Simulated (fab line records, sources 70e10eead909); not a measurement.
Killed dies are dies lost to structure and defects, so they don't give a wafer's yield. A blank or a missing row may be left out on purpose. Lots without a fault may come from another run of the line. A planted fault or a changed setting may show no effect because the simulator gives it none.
Chamber matching | flow nand_harc | NHARC_P_STI_CMP_21 on cmp-01: 4 sister chambers
The step polishes, t overpolish 20 s, target thk 380.67 nm. 20 wafers are shown with their chamber, then 10 later ones without.

WAFERS WITH THEIR CHAMBER
wafer  | chamber | motor_current_A (A) | overpolish_run_s (s) | slurry_filter_dp_kPa (kPa)
L074.1 | 3       | 13.5                | 19.996               | 13.25
L074.3 | 2       | 10.7                | 19.991               | 13.37
L074.6 | 0       | 11.4                | 20.013               | 13.63
L076.1 | 2       | 10.6                | 19.985               | 13.29
L076.3 | 1       | 10.1                | 19.983               | 13.51
L076.5 | 3       | 13.6                | 19.989               | 13.42
L076.2 | 0       | 11.9                | 19.982               | 13.63
L076.4 | 3       | 13.1                | 20.007               | 13.49
L076.6 | 2       | 10.5                | 19.997               | 13.35
L080.2 | 2       | 10.5                | 20.009               | 13.50
L080.3 | 3       | 13.6                | 19.979               | 13.43
L080.5 | 3       | 13.2                | 19.990               | 13.34
L082.1 | 2       | 11.3                | 20.009               | 13.40
L082.3 | 3       | 13.0                | 19.995               | 13.54
L082.5 | 3       | 14.0                | 19.987               | 13.74
L087.2 | 0       | 11.1                | 19.989               | 13.60
L087.3 | 1       | 9.8                 | 19.994               | 13.35
L087.5 | 0       | 11.8                | 20.002               | 13.26
L090.2 | 0       | 11.3                | 20.019               | 13.25
L090.5 | 3       | 13.9                | 20.000               | 13.52

SIGNATURES (means of the wafers above)
reading              | chamber 0 | chamber 1 | chamber 2 | chamber 3 | scatter within a chamber
motor_current_A      | 11.500    | 9.950     | 10.720    | 13.488    | 0.343
overpolish_run_s     | 20.00100  | 19.98850  | 19.99820  | 19.99287  | 0.0112
slurry_filter_dp_kPa | 13.4740   | 13.4300   | 13.3820   | 13.4663   | 0.147
Rule: a wafer's distance from a chamber is the root of the sum, over the readings, of the square of ((its reading less the chamber's mean) divided by the reading's scatter). The wafer belongs to the nearest chamber; if the next one is less than 2 further off, it can't be placed. The scatter: the root of (the sum of the squares of (reading less its chamber's mean) over the shown wafers, divided by (wafers less chambers)).

WAFERS WITHOUT THEIR CHAMBER
wafer  | motor_current_A (A) | overpolish_run_s (s) | slurry_filter_dp_kPa (kPa)
L090.6 | 10.4                | 19.993               | 13.71
L092.1 | 10.1                | 19.994               | 13.51
L092.3 | 11.2                | 20.002               | 13.43
L092.4 | 13.9                | 20.003               | 13.49
L093.1 | 11.0                | 20.009               | 13.58
L093.5 | 13.6                | 20.000               | 13.41
L093.6 | 10.4                | 19.980               | 13.38
L096.2 | 10.7                | 20.000               | 13.58
L096.5 | 9.5                 | 20.009               | 13.23
L096.6 | 10.5                | 20.008               | 13.44

WHICH CHAMBER EACH WENT THROUGH
wafer  | from the rows above          | in truth
L090.6 | can't be placed: 1 or 2 or 0 | 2
L092.1 | can't be placed: 1 or 2      | 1
L092.3 | can't be placed: 0 or 2      | 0
L092.4 | 3                            | 3
L093.1 | can't be placed: 0 or 2 or 1 | 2
L093.5 | 3                            | 3
L093.6 | can't be placed: 1 or 2      | 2
L096.2 | can't be placed: 2 or 0 or 1 | 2
L096.5 | can't be placed: 1 or 2      | 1
L096.6 | can't be placed: 2 or 1 or 0 | 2
Placed correctly: 2 of 10. Can't be placed from these rows: 8 (the true chamber is among the candidates in 8). Placed wrongly: 0.
